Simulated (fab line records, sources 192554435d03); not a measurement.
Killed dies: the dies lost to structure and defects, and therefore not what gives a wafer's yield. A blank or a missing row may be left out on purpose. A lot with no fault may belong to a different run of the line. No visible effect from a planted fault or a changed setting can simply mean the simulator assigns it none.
Problem report, 8D (eight disciplines) form, completed by code / flow n5-finfet / the parts of the form that need people (team, actions taken, sign-off) are left out
Where a reading is given only as a bound, like >300, the bound stands for it, and a mean or a difference that rests on one is marked > or <: the true number lies beyond.

== 1. PROBLEM STATEMENT ==
Mean of raw-defect-count at N5_DUMMY_GATE_INSPECT_17: 1021 across 6 wafers in 2 lots; on wafers with no fault it is 172 (standard deviation 42). Measured from the usual mean, that is +20 standard deviations.
The step: inspects for defects (brightfield).
The first sign was on wafer L252.2 at day 4 17:06, on defect-inspect-02. Wafers with a number at this step in the record: 24, from 8 lots. Rule for "out" (also "out of limits"): further than 4 standard deviations from the usual mean. The rest of the wafers with a number are treated as sound.

== 2. WHAT IT IS AND WHAT IT IS NOT ==
question=which readings at this step | is=raw-defect-count | is not=-
question=which lots | is=L252, L253 | is not=L246, L247, L248, L266, L267, L268
question=which wafers of those lots | is=all that have a number | is not=-
question=read on which gauges | is=defect-inspect-01, defect-inspect-02 | is not=-
question=when | is=from day 4 17:06 | is not=up to then (9 sound wafers); but 9 sound wafers of L266, L267, L268 came after

== 3. THE SUSPECTS, EACH WITH WHAT RULES IT OUT ==
Counting: any tool at a process step up to the reading is kept as a suspect provided that every lot that is out went through it and no sound lot did after the first of them.
- the gauge at N5_DUMMY_GATE_INSPECT_17 is ruled out. 2 gauges (defect-inspect-01, defect-inspect-02) read the wafers that are out.
- vapor-etch-02 at N5_STI_FIN_REVEAL_RECESS_09 (chemistry HF/NH3, target SiO2, afs cycles 11, target depth 42.5 nm, sublimation time 60 s): ruled out as a lasting fault. After its first lot that is out, L252 (day 4 05:44), sound lots L266, L268 ran on it.
- lpcvd-01 at N5_DUMMY_GATE_HM_DEP_06 (deposits SiNx from DCS/NH3, target thk 80 nm, time 5141 s): kept. All lots that are out passed through it, beginning with L252 at day 4 12:43, and no sound lot followed; its final sound lot before that point was L248 at day 3 11:59.
Remaining after the count: lpcvd-01 at N5_DUMMY_GATE_HM_DEP_06.

== 4. THE CAUSE (what the simulator had put in) ==
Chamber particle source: lpcvd-01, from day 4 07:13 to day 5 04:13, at N5_DUMMY_GATE_HM_DEP_06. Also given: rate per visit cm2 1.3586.
The count eliminated every tool but this one.

== 5. THE CHAIN OF EFFECTS, in route order ==
Each row: a reading whose mean over the struck wafers that have a number lies more than 3 standard deviations from the usual. Only readings for which the record gives a usual standard deviation are gone through. hours: the time from each lot's start at the first step in this table that gives one to its start at this step, as a median over the lots. sigmas: the change in usual standard deviations.
hours=0; step=N5_DUMMY_GATE_INSPECT_17; reading=raw-defect-count; usual=172; on struck wafers=1021; change=+849; sigmas=+20
hours=1; step=N5_DUMMY_GATE_INSPECT_27; reading=raw-defect-count; usual=262; on struck wafers=1094; change=+832; sigmas=+13
hours=3; step=N5_SPACER0_INSPECT_04; reading=raw-defect-count; usual=119; on struck wafers=963; change=+844; sigmas=+27
hours=3; step=N5_SD_EPI_N_INSPECT_11; reading=raw-defect-count; usual=1.9; on struck wafers=>300; change=>+298; sigmas=+99 or more
hours=236; step=N5_PASSIVATION_PROBE_49; reading=defect-limited-yield; usual=91.2 %; on struck wafers=86.6; change=-4.6; sigmas=-3.1
hours=236; step=N5_PASSIVATION_PROBE_49; reading=killed-at-front-end; usual=40; on struck wafers=92; change=+52; sigmas=+4.0
hours=236; step=N5_PASSIVATION_PROBE_49; reading=killed-dies; usual=104; on struck wafers=158; change=+54; sigmas=+3.2
hours=236; step=N5_PASSIVATION_PROBE_49; reading=killed-on-rim; usual=14; on struck wafers=28; change=+14; sigmas=+3.3
hours=236; step=N5_PASSIVATION_PROBE_49; reading=sort_bin_5_function; usual=5.2 %; on struck wafers=8.1; change=+2.9; sigmas=+3.1
hours=236; step=N5_PASSIVATION_PROBE_49; reading=sort-n-pass; usual=1076; on struck wafers=1022; change=-54; sigmas=-3.2
hours=236; step=N5_PASSIVATION_PROBE_49; reading=sort-yield-pct; usual=91.2 %; on struck wafers=86.5; change=-4.7; sigmas=-3.1
Process steps it contains:
- N5_PASSIVATION_PROBE_49
At these later measuring or inspecting steps, every struck wafer for which the step has a row has a number for every such reading, and none has moved that far: N5_BEOL_M4_RC_MEAS_101.

== 6. WHAT WOULD HAVE CAUGHT IT SOONER ==
10 hours passed between the start of the fault at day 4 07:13 and the first reading out of limits at a measuring or inspecting step in this record, taken at day 4 17:06.
L253, from the lots that are out (2), started N5_DUMMY_GATE_HM_DEP_06 on lpcvd-01 later than day 4 17:06. Putting the tool on hold at that point would have spared it.
